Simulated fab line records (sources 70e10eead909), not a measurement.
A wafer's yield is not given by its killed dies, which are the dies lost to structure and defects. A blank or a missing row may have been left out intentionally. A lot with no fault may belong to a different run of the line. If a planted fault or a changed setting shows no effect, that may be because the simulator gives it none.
Chamber matching + flow nand harc + NHARC_THIN_TSV_DEP_47 on pecvd-01: 3 sister chambers
The step deposits SiO2, target thk 200 nm. 14 wafers are shown with their chamber, then 7 later ones without.

== WAFERS, EACH WITH ITS CHAMBER ==
| wafer  | chamber | throttle valve pct (%) |
|--------|---------|------------------------|
| L771.2 | 0       | 16.0                   |
| L771.5 | 2       | 16.1                   |
| L771.6 | 1       | 17.3                   |
| L776.1 | 0       | 16.0                   |
| L776.3 | 2       | 16.3                   |
| L776.6 | 0       | 16.0                   |
| L775.1 | 0       | 16.0                   |
| L775.3 | 1       | 17.6                   |
| L775.6 | 1       | 17.2                   |
| L778.1 | 1       | 17.3                   |
| L778.2 | 0       | 16.2                   |
| L778.3 | 2       | 16.4                   |
| L779.1 | 1       | 17.5                   |
| L779.4 | 2       | 16.4                   |

SIGNATURES (averages over the wafers above)
| reading            | chamber 0 | chamber 1 | chamber 2 | scatter within a chamber |
|--------------------|-----------|-----------|-----------|--------------------------|
| throttle valve pct | 16.040    | 17.380    | 16.300    | 0.135                    |
Rule: distance of a wafer from a chamber = root of the sum over the readings of ((wafer's reading minus chamber's mean) / reading's scatter) squared. If the next closest chamber is less than 2 further off than the closest, the wafer can't be placed; otherwise it belongs to the closest. The scatter is the square root of a quotient: the sum, over the shown wafers, of each reading's squared deviation from its chamber's mean, divided by wafers minus chambers.

== WAFERS WITHOUT THEIR CHAMBER ==
| wafer  | throttle valve pct (%) |
|--------|------------------------|
| L779.6 | 17.7                   |
| L791.2 | 16.2                   |
| L791.4 | 17.4                   |
| L791.6 | 15.8                   |
| L790.1 | 16.4                   |
| L790.2 | 17.5                   |
| L790.4 | 16.9                   |

== THE CHAMBER EACH PASSED THROUGH ==
| wafer  | from the rows above     | in truth |
|--------|-------------------------|----------|
| L779.6 | 1                       | 1        |
| L791.2 | can't be placed: 2 or 0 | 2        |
| L791.4 | 1                       | 1        |
| L791.6 | can't be placed: 0 or 2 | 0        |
| L790.1 | can't be placed: 2 or 0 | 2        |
| L790.2 | 1                       | 1        |
| L790.4 | can't be placed: 1 or 2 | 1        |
3 of 7 placed correctly. These rows do not allow placing 4 (true chamber among the candidates in 4). Placed wrongly: 0.
